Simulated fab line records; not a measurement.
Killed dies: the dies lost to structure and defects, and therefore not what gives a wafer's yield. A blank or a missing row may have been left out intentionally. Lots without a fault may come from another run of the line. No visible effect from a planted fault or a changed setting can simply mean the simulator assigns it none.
Which of the tools did it? ; flow nand_harc ; 11 lots, 33 wafers sampled, at 5 steps of a route of 1302

WHAT THE GAUGES SHOWED, per wafer
NHARC_END_SORT_01.
lot;measured;on;killed_at_array;killed_at_other;killed_at_periphery;killed_dies;killed_open;killed_short
L693;day 29 00:13;prober-02;659 72 68;1 2 2;2 2 4;662 76 74;4 5 3;0 4 1
L696;day 30 02:01;prober-02;61 57 667;0 0 0;5 3 3;66 60 670;5 4 5;4 0 6

EACH LOT AND THE TOOL THAT RAN IT (in order: tool; ch and the chambers of the sampled wafers; start)
lot;NHARC_A_CHANNEL_FILL_D2_ALD_02;NHARC_A_CHANNEL_FILL_D2_ETCHBACK_19;NHARC_A_CHANNEL_FILL_D2_ETCHBACK_20;NHARC_A_CHANNEL_FILL_D2_STRIP_29
L683;ald_hk-04 ch 0,1, day 14 08:15;rie_si-03 ch 0,1,3, day 15 07:40;rie_diel-03 ch 0,1,3, day 15 07:47;rie_diel-12 ch 0,3, no start
L685;ald_hk-04 ch 0,2,3, day 15 04:05;rie_si-06 ch 1,2,3, day 16 03:43;rie_diel-08 ch 0,1,3, day 16 03:52;rie_diel-08 ch 0,3, no start
L687;ald_hk-03 ch 0,1,3, day 16 04:06;rie_si-04 ch 0,3, day 17 04:13;rie_diel-12 ch 0,2,3, day 17 04:20;rie_diel-08 ch 1,2,3, no start
L689;ald_hk-03 ch 1,2, day 16 19:42;rie_si-06 ch 0,2, day 17 20:07;rie_diel-12 ch 1,3, day 17 20:14;rie_diel-12 ch 0,2,3, no start
L690;ald_hk-03 ch 1,2,3, day 17 20:31;rie_si-03 ch 0,1,3, day 18 21:01;rie_diel-08 ch 0,1, day 18 21:07;rie_diel-08 ch 0,3, no start
L693;ald_hk-04 ch 0,2,3, day 18 06:26;rie_si-03 ch 1,2,3, day 19 06:39;rie_diel-08 ch 0,3, day 19 06:47;rie_diel-12 ch 0,1,2, day 29 00:13 or earlier
L696;ald_hk-03 ch 0,1,3, day 19 10:21;rie_si-03 ch 0,1,2, day 20 11:19;rie_diel-08 ch 0,1,2, day 20 11:25;rie_diel-12 ch 1,2,3, day 30 02:01 or earlier
L702;ald_hk-01 ch 0,1,3, day 21 20:34;rie_si-06 ch 0,2,3, day 22 21:37;rie_diel-12 ch 0,1,2, day 22 21:43;rie_diel-08 ch 0,1,3, no start
L701;ald_hk-03 ch 0,1, day 22 18:53;rie_si-03 ch 0,1,2, day 23 18:53;rie_diel-03 ch 0,3, day 23 18:59;rie_diel-08 ch 2,3, no start
L704;ald_hk-03 ch 0,1,2, day 23 10:11;rie_si-04 ch 2,3, day 24 07:03;rie_diel-03 ch 2,3, day 24 07:11;rie_diel-12 ch 0,2,3, day 25 04:03
L703;ald_hk-01 ch 1,2, day 23 11:01;rie_si-03 ch 0,2, day 24 07:03;rie_diel-03 ch 1,2, day 24 07:15;rie_diel-03 ch 0,3, no start
- NHARC_A_CHANNEL_FILL_D2_ALD_02: deposits SiO2, target thk 6 nm, pulse time 10 s, ald cycles 60.
- NHARC_A_CHANNEL_FILL_D2_ETCHBACK_19: etches the open film in HBr/Cl2, target depth 5 nm, time 1.7 s.
- NHARC_A_CHANNEL_FILL_D2_ETCHBACK_20: etches the open film in C4F8/O2/Ar, target depth 27 nm, time 13.5 s.
- NHARC_A_CHANNEL_FILL_D2_STRIP_29: strips in O2, time 20 s.

WHAT THE TOOLS THEMSELVES READ (means of the sampled wafers that have a number; where no wafer has one, the mark that the record gives instead)
NHARC_A_CHANNEL_FILL_D2_ALD_02.
lot;tool;heater_power_w (W);precursor_pulse_height_rel
L683;ald_hk-04;514;1.009
L685;ald_hk-04;526;1.002
L687;ald_hk-03;465;1.012
L689;ald_hk-03;440;0.981
L690;ald_hk-03;474;1.013
L693;ald_hk-04;517;1.006
L696;ald_hk-03;494;0.986
L702;ald_hk-01;439;0.982
L701;ald_hk-03;490;1.009
L704;ald_hk-03;471;1.002
L703;ald_hk-01;418;0.997

NHARC_A_CHANNEL_FILL_D2_ETCHBACK_19.
lot;tool;bias_w (W);chamber_pressure_mTorr (mTorr);drypump_motor_current_A (A);oes_product_au (a.u.);throttle_valve_pct (%)
L683;rie_si-03;100.0;15.022;5.7;1.000;26.414
L685;rie_si-06;100.4;15.011;5.6;1.005;26.413
L687;rie_si-04;100.1;15.002;5.8;0.996;26.400
L689;rie_si-06;100.1;15.003;5.5;1.000;26.411
L690;rie_si-03;99.7;15.011;5.6;0.980;26.409
L693;rie_si-03;100.0;15.001;5.6;0.997;26.407
L696;rie_si-03;99.7;14.997;5.4;1.001;26.403
L702;rie_si-06;100.2;14.999;5.5;1.001;26.400
L701;rie_si-03;99.8;15.001;5.4;0.999;26.412
L704;rie_si-04;99.9;15.005;6.1;0.991;26.395
L703;rie_si-03;99.7;15.004;5.2;1.005;26.419

NHARC_A_CHANNEL_FILL_D2_ETCHBACK_20.
lot;tool;bias_w (W);chamber_pressure_mTorr (mTorr);oes_product_au (a.u.);rf_vpp_V (V);run_length_s (s)
L683;rie_diel-03;1502;25.021;0.975;983;34.2
L685;rie_diel-08;1496;24.989;1.009;976;34.3
L687;rie_diel-12;1498;25.003;0.993;983;34.6
L689;rie_diel-12;1498;25.002;0.929;984;34.4
L690;rie_diel-08;1495;24.999;0.954;978;34.4
L693;rie_diel-08;1499;24.986;0.990;978;32.9
L696;rie_diel-08;1496;25.022;0.997;976;32.9
L702;rie_diel-12;1497;24.991;1.005;978;34.6
L701;rie_diel-03;1502;24.995;1.000;982;34.5
L704;rie_diel-03;1495;25.005;1.005;978;34.7
L703;rie_diel-03;1503;25.012;1.002;978;34.8

NHARC_A_CHANNEL_FILL_D2_STRIP_29.
lot;tool;chamber_pressure_mTorr (mTorr);drypump_motor_current_A (A);oes_product_au (a.u.);rf_vpp_V (V);showerhead_plenum_p_Torr (Torr);throttle_valve_pct (%)
L683;rie_diel-12;60.06;5.6;0.989;58.7;3.75;17.030
L685;rie_diel-08;60.01;5.5;0.992;57.2;3.52;17.037
L687;rie_diel-08;60.01;5.4;0.997;57.7;3.47;17.034
L689;rie_diel-12;59.99;5.9;0.993;57.8;3.65;17.048
L690;rie_diel-08;60.02;5.8;1.007;58.1;3.52;17.034
L693;rie_diel-12;59.99;6.1;0.996;58.0;3.54;17.037
L696;rie_diel-12;59.99;5.8;1.000;58.4;3.56;17.027
L702;rie_diel-08;60.02;5.6;0.996;58.1;3.49;17.035
L701;rie_diel-08;59.94;5.3;0.998;56.9;3.50;17.046
L704;rie_diel-12;59.98;5.9;0.999;57.8;3.65;17.040
L703;rie_diel-03;59.98;5.7;0.995;57.7;3.58;17.045

THE ANSWER, worked out from the rows above alone
Rule: the lots themselves supply what counts as usual. Put in order of their means at a reading, lots are off if they are a third of the lots or fewer, leave a main group of 4 or more, and stand apart from it by a gap of 3 or more times the standard deviation of the main group's means; of several such gaps the widest counts. The tables above print the reading to a certain number of digits; a main group whose means all agree to those digits is not used. A lot without any number at a reading at which 4 lots or more have one is off too. All remaining lots with rows at the step are treated as sound. First the gauges in route order, then the tools' own readings, where a lot's mean is used as printed above. At the first step where some lot is off, the reading lying furthest off is the one used; lots without a number count as furthest.
Off: L693, L696 (NHARC_A_CHANNEL_FILL_D2_ETCHBACK_20, run_length_s). Main group: mean 34.5 s, sd 0.18.
If a tool, at that step or one of the process steps before it, ran each lot that is off and ran no sound lot following the first of them, it fits. One fits: rie_diel-08 at NHARC_A_CHANNEL_FILL_D2_ETCHBACK_20. A fault onset in the window from L690 (day 18 21:07, its last sound lot) to L693 (day 19 06:47, its first lot off) fits.
On the lots that are off, the tool's own readings at NHARC_A_CHANNEL_FILL_D2_ETCHBACK_20 differ by more than 5 times the standard deviation of the sound lots' means, which bears it out; run_length_s reads 32.9 s there versus 34.5 s on the sound lots.

WHAT THE SIMULATOR PUT IN
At NHARC_A_CHANNEL_FILL_D2_ETCHBACK_20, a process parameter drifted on rie_diel-08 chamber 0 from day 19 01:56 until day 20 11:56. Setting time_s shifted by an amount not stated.
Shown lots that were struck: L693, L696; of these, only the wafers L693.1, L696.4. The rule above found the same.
